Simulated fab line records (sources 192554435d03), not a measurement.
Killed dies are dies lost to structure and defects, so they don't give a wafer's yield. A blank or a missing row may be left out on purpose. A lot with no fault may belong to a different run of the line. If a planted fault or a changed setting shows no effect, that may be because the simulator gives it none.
Struck lot and sound lot, side by side / flow n5-finfet / 35 out of 1938 route steps
Sound: wafers L727.1, L727.3, L727.4. Struck: wafer L737.3. (L737.4, L737.6 of the same lot were not struck and are left out.) The cause comes at the end.
Order at every step that has rows: each side's tool, ch and its chambers, its first start. Under that, the readings that differ: sound wafers / struck wafers / difference of the means / sigmas: that difference in standard deviations of wafers without a fault.
alike: readings whose means differ by less than 2 such deviations, and words and numbers that are the same on both sides. not compared: withheld readings, readings that some wafer has no value for, bounds like >300 that may hide the same value, and numbers for which the record gives no deviation and whose values overlap.
A row with sigmas, a row that says differs or no value, or rows on one side alone: a step with any of these is where the two part. Numbers that don't overlap but have no deviation are shown without sigmas and don't part them. A reading that every wafer of one side lacks parts them only if that side has two wafers or more.

first, 9 steps without rows for these wafers: N5_BEOL_M14_SOFTBAKE_23 (time 60 s); N5_BEOL_M14_EXPOSE_25 (exposes mask M14, target cd 280 nm); N5_BEOL_M14_PEB_26 (peb time 90 s); N5_BEOL_M14_DEVELOP_27 (develop time 45 s); N5_BEOL_M14_HARDBAKE_32 (time 120 s); N5_BEOL_M14_DESCUM_33 (chemistry O2, time 7.9 s); N5_BEOL_M14_ETCH_67 (etches SiARC in CF4, target depth 143 nm, time 238.3 s); N5_BEOL_M14_ETCH_68 (etches SOC in N2/H2, time 450 s); N5_BEOL_M14_STRIP_69 (strips in N2/H2).
N5_BEOL_M14_TRENCH_ETCH_34: etches SiO2 in C4F8/O2/Ar, target depth 556.65 nm, time 126.9 s.
  sound on rie-diel-05 ch 1,2,3, day 13 12:28; struck on rie-diel-05 ch 3, day 15 20:41
  alike: drypump-motor-current-A, mfc-ar-sccm, oes_ar_750_au, oes-product-au, rf-vpp-V, showerhead-plenum-p-Torr, throttle-valve-pct
  not compared: rf-hours-counter-h
then, 24 steps without rows for these wafers: N5_BEOL_M14_STRIP_70 (strips in C4F8/O2/Ar); N5_BEOL_M14_STRIP_37 (strips in O2); N5_BEOL_M14_ETCH_38 (etches SiCN in CF4/N2, target depth 106.5 nm, time 120.6 s); N5_BEOL_M14_PRECLEAN_39 (cleans in residue remover, time 60 s); N5_BEOL_M14_SRD_40 (time 30 s, dry time 30 s); N5_BEOL_M14_DEGAS_41 (time 60 s); N5_BEOL_M14_PRE_CLEAN_42 (time 30 s); N5_BEOL_M14_SPUTTER_43 (material TaN, target thk 15 nm, time 24.19 s); N5_BEOL_M14_SPUTTER_44 (material Ta, target thk 15 nm, time 24.19 s); N5_BEOL_M14_SPUTTER_45 (material Cu, target thk 100 nm, time 16.67 s); N5_BEOL_M14_ECD_47 (material Cu, target thk 1248 nm); N5_BEOL_M14_ANNEAL_48 (time 90 s); N5_BEOL_M14_CMP_49 (polishes, stops on SiO2, t overpolish 5.2 s, target thk 560 nm); N5_BEOL_M14_PRE_CLEAN_52 (time 15 s); N5_BEOL_M14_DEP_53 (deposits SiCN from 3MS/NH3, target thk 50 nm, time 17.8 s); N5_BEOL_M15_ILD_DEP_00 (deposits SiO2 from TEOS/O2, target thk 1629.3 nm, time 346.1 s); N5_BEOL_M15_COAT_58 (time 60 s, resist thk 89 nm); N5_BEOL_M15_COAT_04 (resist thk 800 nm); N5_BEOL_M15_EBR_06; N5_BEOL_M15_SOFTBAKE_05 (time 60 s); N5_BEOL_M15_EXPOSE_07 (exposes mask V14); N5_BEOL_M15_PEB_08 (peb time 90 s); N5_BEOL_M15_DEVELOP_09 (develop time 45 s); N5_BEOL_M15_HARDBAKE_14 (time 120 s).
N5_PASSIVATION_PROBE_49:
  rows exist in the record for the struck wafers here (prober-02, day 17 00:10), but not for the sound ones

WHERE THEY PART
N5_PASSIVATION_PROBE_49 only, going by this record.

WHY: what had been put in by the simulator
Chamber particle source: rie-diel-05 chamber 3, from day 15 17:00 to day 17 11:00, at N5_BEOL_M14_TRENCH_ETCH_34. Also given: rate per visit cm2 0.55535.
